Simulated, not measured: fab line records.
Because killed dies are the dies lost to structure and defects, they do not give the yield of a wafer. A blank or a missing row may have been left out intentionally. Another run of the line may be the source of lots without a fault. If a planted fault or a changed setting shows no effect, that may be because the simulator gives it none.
The tool behind it: which one? -- flow nand_harc -- 11 lots, 33 wafers sampled, at 5 steps of a route of 1302

## WHAT THE GAUGES READ, wafer by wafer
NHARC_END_SORT_01. Usual: killed_at_array 52, standard deviation 20; killed_at_other 1.0, standard deviation 1.3; killed_at_periphery 3.7, standard deviation 2.2; killed_dies 57, standard deviation 20; killed_open 3.2, standard deviation 1.6; killed_short 2.4, standard deviation 1.6.
lot,measured,on,killed_at_array,killed_at_other,killed_at_periphery,killed_dies,killed_open,killed_short,flag
L324,day 28 08:13,prober-02,41 27 28,2 5 4,3 4 4,46 36 36,2 3 1,4 1 7,

## TOOL THAT RAN EACH LOT (tool first, then ch and the chambers of the sampled wafers, then the start)
lot,NHARC_A_CHANNEL_HOLE_D2_XSEM_32,NHARC_A_CHANNEL_FILL_D2_ALD_02,NHARC_A_CHANNEL_FILL_D2_ANNEAL_22,NHARC_A_CHANNEL_FILL_D2_STRIP_29
L315,"xsem-02 ch 0, day 14 12:59","ald_hk-01 ch 0,1,2, day 14 14:35","furnace-02 ch 0, day 15 22:22","rie_diel-09 ch 1,2,3, no start"
L314,"xsem-01 ch 0, day 14 17:13","ald_hk-01 ch 0,3, day 14 17:30","furnace-07 ch 0, day 16 01:46","rie_diel-11 ch 0,3, no start"
L317,"xsem-02 ch 0, day 15 09:08","ald_hk-02 ch 2,3, day 15 09:25","furnace-03 ch 0, day 16 18:13","rie_diel-11 ch 0,2, no start"
L322,"xsem-02 ch 0, day 17 17:52","ald_hk-02 ch 0,2,3, day 17 18:17","furnace-07 ch 0, day 19 01:20","rie_diel-13 ch 1,3, no start"
L324,"xsem-01 ch 0, day 17 19:46","ald_hk-04 ch 2,3, day 17 20:08","furnace-07 ch 0, day 19 01:20","rie_diel-09 ch 0,1,3, day 28 08:13 or earlier"
L323,"xsem-02 ch 0, day 17 22:02","ald_hk-04 ch 0,2,3, day 17 22:28","furnace-07 ch 0, day 19 06:34","rie_diel-11 ch 0,2, no start"
L330,"xsem-01 ch 0, day 20 09:19","ald_hk-02 ch 1,2, day 20 09:37","furnace-03 ch 0, day 21 20:56","rie_diel-11 ch 0,2, no start"
L331,"xsem-02 ch 0, day 21 01:44","ald_hk-04 ch 0,2, day 21 02:06","furnace-07 ch 0, day 22 10:32","rie_diel-11 ch 0,1,3, no start"
L332,"xsem-01 ch 0, day 21 05:01","ald_hk-04 ch 0,1,2, day 21 05:19","furnace-03 ch 0, day 22 17:14","rie_diel-11 ch 0,2,3, no start"
L333,"xsem-01 ch 0, day 22 10:16","ald_hk-01 ch 0,1, day 22 10:34","furnace-03 ch 0, day 23 21:35","rie_diel-11 ch 0,1,2, day 24 07:30"
L334,"xsem-01 ch 0, day 22 14:19","ald_hk-02 ch 0,3, day 22 14:44","furnace-03 ch 0, day 23 21:35","rie_diel-09 ch 0,2,3, no start"
- NHARC_A_CHANNEL_HOLE_D2_XSEM_32
- NHARC_A_CHANNEL_FILL_D2_ALD_02: deposits SiO2, target thk 6 nm, pulse time 10 s, ald cycles 60.
- NHARC_A_CHANNEL_FILL_D2_ANNEAL_22: time 7200 s.
- NHARC_A_CHANNEL_FILL_D2_STRIP_29: strips in O2, time 20 s.

## AS READ BY THE TOOLS THEMSELVES (means over the sampled wafers that have a number; for cases with no such wafer, the mark the record gives instead)
NHARC_A_CHANNEL_HOLE_D2_XSEM_32. Usual: bot_cd_nm 74.3 nm, standard deviation 1.1; bow_nm 8.5 nm, standard deviation 0.33; tilt_deg 0.08 degrees, standard deviation 0.045.
lot,tool,bot_cd_nm (nm),bow_nm (nm),tilt_deg (degrees),flag
L315,xsem-02,74.3,8.6,0.13,
L314,xsem-01,72.4,8.4,0.01,
L317,xsem-02,75.4,8.2,0.06,
L322,xsem-02,73.3,7.9,0.09,
L324,xsem-01,74.7,8.2,0.11,
L323,xsem-02,73.6,7.9,0.15,
L330,xsem-01,74.5,9.1,0.04,
L331,xsem-02,74.7,8.9,0.05,
L332,xsem-01,75.1,8.7,0.11,
L333,xsem-01,74.5,8.9,0.03,
L334,xsem-01,72.8,9.0,0.06,

NHARC_A_CHANNEL_FILL_D2_ALD_02. Usual: heater_power_w 471 W, standard deviation 51; precursor_pulse_height_rel 1.000, standard deviation 0.019; susceptor_temp_C 300.01 C, standard deviation 0.2.
lot,tool,heater_power_w (W),precursor_pulse_height_rel,susceptor_temp_C (C),flag
L315,ald_hk-01,446,1.007,299.79,
L314,ald_hk-01,501,1.019,300.07,
L317,ald_hk-02,513,0.999,300.16,
L322,ald_hk-02,502,0.995,300.19,
L324,ald_hk-04,455,0.998,300.02,
L323,ald_hk-04,489,0.982,300.04,
L330,ald_hk-02,471,0.986,300.11,
L331,ald_hk-04,501,0.995,300.14,
L332,ald_hk-04,460,1.016,300.06,
L333,ald_hk-01,433,0.996,299.87,
L334,ald_hk-02,513,0.992,300.00,

NHARC_A_CHANNEL_FILL_D2_ANNEAL_22. Usual: spike_tc_bottom_C 642.6 C, standard deviation 1.5; spike_tc_centre_C 621.0 C, standard deviation 1; spike_tc_lower_C 620.2 C, standard deviation 1.7; spike_tc_top_C 637.5 C, standard deviation 1.1; spike_tc_upper_C 619.4 C, standard deviation 0.96; tube_center_temp_C 620.01 C, standard deviation 0.055; tube_center_temp_C_max 621.59, standard deviation 0.24; zone_power_lower_pct 8.5 %, standard deviation 0.49; zone_power_upper_pct 8.64 %, standard deviation 0.17.
lot,tool,spike_tc_bottom_C (C),spike_tc_centre_C (C),spike_tc_lower_C (C),spike_tc_top_C (C),spike_tc_upper_C (C),tube_center_temp_C (C),tube_center_temp_C_max,zone_power_lower_pct (%),zone_power_upper_pct (%),flag
L315,furnace-02,642.1,622.4,620.2,639.0,618.6,619.95,621.49,9.3,8.44,
L314,furnace-07,642.0,620.4,622.0,636.9,619.4,620.00,621.53,9.2,8.45,
L317,furnace-03,644.9,621.2,618.6,637.0,619.9,619.98,621.46,8.2,8.77,
L322,furnace-07,624.9,605.1,606.0,622.2,602.8,603.96,605.87,8.6,8.14,OFF
L324,furnace-07,624.3,604.3,606.4,621.1,603.4,604.04,605.63,8.6,8.06,OFF
L323,furnace-07,624.2,605.1,606.4,621.5,603.9,604.02,605.41,8.6,8.09,OFF
L330,furnace-03,643.2,621.6,619.0,637.5,619.2,620.01,621.41,8.1,8.65,
L331,furnace-07,640.2,620.0,622.0,637.2,619.4,620.00,621.43,9.0,8.41,
L332,furnace-03,643.9,621.1,620.1,637.4,619.9,620.05,621.69,8.1,8.81,
L333,furnace-03,644.3,620.5,619.2,637.5,620.9,619.95,621.63,8.1,8.84,
L334,furnace-03,642.7,620.6,619.0,637.8,618.8,619.97,621.47,8.1,8.79,

NHARC_A_CHANNEL_FILL_D2_STRIP_29. Usual: drypump_motor_current_A 5.9 A, standard deviation 0.45; o2_flow_sccm 499.9 sccm, standard deviation 1.4; oes_product_au 1.000 a.u., standard deviation 0.0076; rf_vpp_V 57.9 V, standard deviation 0.94; showerhead_plenum_p_Torr 3.53 Torr, standard deviation 0.13; throttle_valve_pct 17.035 %, standard deviation 0.0089.
lot,tool,drypump_motor_current_A (A),o2_flow_sccm (sccm),oes_product_au (a.u.),rf_vpp_V (V),showerhead_plenum_p_Torr (Torr),throttle_valve_pct (%),flag
L315,rie_diel-09,5.9,500.0,1.005,57.5,3.53,17.028,
L314,rie_diel-11,5.7,501.2,1.000,57.9,3.58,17.030,
L317,rie_diel-11,6.2,499.0,1.006,57.9,3.52,17.039,
L322,rie_diel-13,5.8,499.9,0.998,57.9,3.70,17.029,
L324,rie_diel-09,5.9,498.0,1.002,57.7,3.45,17.036,
L323,rie_diel-11,6.2,500.2,0.998,58.6,3.52,17.030,
L330,rie_diel-11,6.2,500.1,1.002,57.5,3.52,17.047,
L331,rie_diel-11,5.7,498.6,1.000,57.9,3.55,17.033,
L332,rie_diel-11,6.1,499.5,1.013,57.1,3.50,17.046,
L333,rie_diel-11,6.1,498.8,1.004,57.9,3.46,17.038,
L334,rie_diel-09,6.1,500.5,1.000,57.0,3.40,17.030,

## THE ANSWER, worked out from the rows above alone
Rule: a lot is off if the mean of its wafers that have a number lies more than 3 standard deviations from the usual mean. Also off: a lot with no number at a reading for which 4 or more lots have one. Any other lot the step has rows for is counted as sound. First the gauges in route order, then the tools' own readings, where a lot's mean is used as printed above. The first step at which some lot is off is used, and at that step the reading that is off furthest; a lot without a number counts as furthest.
Off, at NHARC_A_CHANNEL_FILL_D2_ANNEAL_22 on tube_center_temp_C: L322, L324, L323.
If a tool, at that step or one of the process steps before it, ran each lot that is off and ran no sound lot following the first of them, it fits. Not one of the candidates tried fits.

## WHAT THE SIMULATOR PUT IN
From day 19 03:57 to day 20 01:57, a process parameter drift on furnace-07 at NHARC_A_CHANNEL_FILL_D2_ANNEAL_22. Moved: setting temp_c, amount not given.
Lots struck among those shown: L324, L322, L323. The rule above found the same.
